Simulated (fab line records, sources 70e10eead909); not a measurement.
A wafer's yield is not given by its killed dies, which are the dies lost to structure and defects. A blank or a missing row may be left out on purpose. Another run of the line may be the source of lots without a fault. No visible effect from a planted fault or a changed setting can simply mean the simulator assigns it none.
Which of the tools did it? | flow nandHarc | 12 lots with 36 wafers sampled at 3 steps, on a route of 1159 steps

== WHAT THE GAUGES SHOWED, per wafer ==
NHARC_P_GATE_CD_MEAS_59: target cd 720 nm. Usual: 719.1 nm for cdNm, sd 2.9.
lot  | measured     | on       | cdNm (nm)         | flag
L898 | day 5 06:28  | cdSem-02 | 721.2 719.7 715.0 | 
L901 | day 5 23:40  | cdSem-03 | 714.8 716.7 718.3 | 
L900 | day 6 00:18  | cdSem-01 | 726.7 722.8 723.5 | 
L903 | day 6 20:19  | cdSem-03 | 712.6 718.1 715.7 | 
L904 | day 6 22:39  | cdSem-02 | 714.6 719.7 717.3 | 
L908 | day 7 15:08  | cdSem-02 | 720.1 719.0 720.4 | 
L907 | day 7 16:08  | cdSem-01 | 718.5 721.7 718.1 | 
L910 | day 8 11:51  | cdSem-01 | 724.1 720.8 726.8 | 
L912 | day 8 21:09  | cdSem-01 | 718.1 722.0 722.2 | 
L913 | day 9 06:44  | cdSem-01 | 718.6 719.7 718.7 | 
L915 | day 9 11:13  | cdSem-02 | 719.1 718.0 714.0 | 
L920 | day 11 03:39 | cdSem-02 | 720.3 720.3 720.6 | 

NHARC_P_GATE_CD_MEAS_91: target cd 2000 nm. Usual: 2000.4 nm for cdNm, sd 2.6.
lot  | measured     | on       | cdNm (nm)            | flag
L898 | day 5 08:20  | cdSem-03 | 1998.8 2000.6 2003.2 | 
L901 | day 6 01:23  | cdSem-01 | 2002.4 1999.9 2000.1 | 
L900 | day 6 02:02  | cdSem-01 | 1999.2 1997.5 2002.2 | 
L903 | day 6 22:01  | cdSem-02 | 1998.4 2001.9 2006.4 | 
L904 | day 7 00:22  | cdSem-02 | 1999.5 2001.2 2001.1 | 
L908 | day 7 16:49  | cdSem-03 | 2002.4 2002.6 2001.3 | 
L907 | day 7 17:52  | cdSem-01 | 2005.9 2002.2 2001.8 | 
L910 | day 8 13:34  | cdSem-01 | 1999.4 1998.6 1997.0 | 
L912 | day 8 22:52  | cdSem-02 | 1976.3 1975.8 1975.1 | OFF
L913 | day 9 08:32  | cdSem-02 | 2000.0 2000.2 2002.5 | 
L915 | day 9 12:55  | cdSem-02 | 1999.2 2000.1 1995.4 | 
L920 | day 11 05:22 | cdSem-01 | 2000.7 1997.4 2000.5 | 

== WHAT TOOL EACH LOT RAN ON (gives the tool, then ch and the chambers of the sampled wafers, and finally the start) ==
lot  | NHARC_P_GATE_EXPOSE_88
L898 | krfScanner-03 ch 0, day 5 08:11
L901 | krfScanner-04 ch 0, day 6 01:14
L900 | krfScanner-03 ch 0, day 6 01:52
L903 | krfScanner-04 ch 0, day 6 21:52
L904 | krfScanner-03 ch 0, day 7 00:13
L908 | krfScanner-03 ch 0, day 7 16:40
L907 | krfScanner-04 ch 0, day 7 17:42
L910 | krfScanner-03 ch 0, day 8 13:25
L912 | krfScanner-03 ch 0, day 8 22:42
L913 | krfScanner-02 ch 0, day 9 08:23
L915 | krfScanner-03 ch 0, day 9 12:46
L920 | krfScanner-02 ch 0, day 11 05:12
- NHARC_P_GATE_EXPOSE_88: exposes mask P HVN, target cd 2000 nm.

== WHAT THE TOOLS THEMSELVES READ (means of the sampled wafers that have a number; where no wafer has one, the mark that the record gives instead) ==
NHARC_P_GATE_EXPOSE_88. Usual: exposureDoseMJCm2 11.871, standard deviation 0.013; focusOffsetNm -0.1 nm, standard deviation 0.56.
lot  | tool          | exposureDoseMJCm2 | focusOffsetNm (nm) | flag
L898 | krfScanner-03 | 11.891            | -0.7               | 
L901 | krfScanner-04 | 11.873            | -0.8               | 
L900 | krfScanner-03 | 11.863            | 0.0                | 
L903 | krfScanner-04 | 11.873            | -0.1               | 
L904 | krfScanner-03 | 11.871            | -0.5               | 
L908 | krfScanner-03 | 11.871            | 0.0                | 
L907 | krfScanner-04 | 11.868            | 0.0                | 
L910 | krfScanner-03 | 11.872            | 0.6                | 
L912 | krfScanner-03 | 11.853            | 0.5                | 
L913 | krfScanner-02 | 11.890            | -0.9               | 
L915 | krfScanner-03 | 11.856            | 0.1                | 
L920 | krfScanner-02 | 11.885            | 0.1                | 

== THE ANSWER, worked out from the rows above alone ==
Rule: a lot is off if the mean of its wafers that have a number lies more than 3 standard deviations from the usual mean. A lot without any number at a reading at which 4 lots or more have one is off too. Any other lot the step has rows for is counted as sound. Order of review: gauges by route order, followed by the tools' own readings, for which a lot's mean as printed above is used. At the first step where some lot is off, the reading lying furthest off is the one used; lots without a number count as furthest.
Off: L912, at NHARC_P_GATE_CD_MEAS_91 (cdNm).
If a tool, at a process step before that reading, ran all the lots that are off and no sound lot after the first of them, it fits. Gauges at NHARC_P_GATE_CD_MEAS_91: tried the same way as those tools. Not one of the candidates tried fits.

== WHAT THE SIMULATOR HAD INSERTED ==
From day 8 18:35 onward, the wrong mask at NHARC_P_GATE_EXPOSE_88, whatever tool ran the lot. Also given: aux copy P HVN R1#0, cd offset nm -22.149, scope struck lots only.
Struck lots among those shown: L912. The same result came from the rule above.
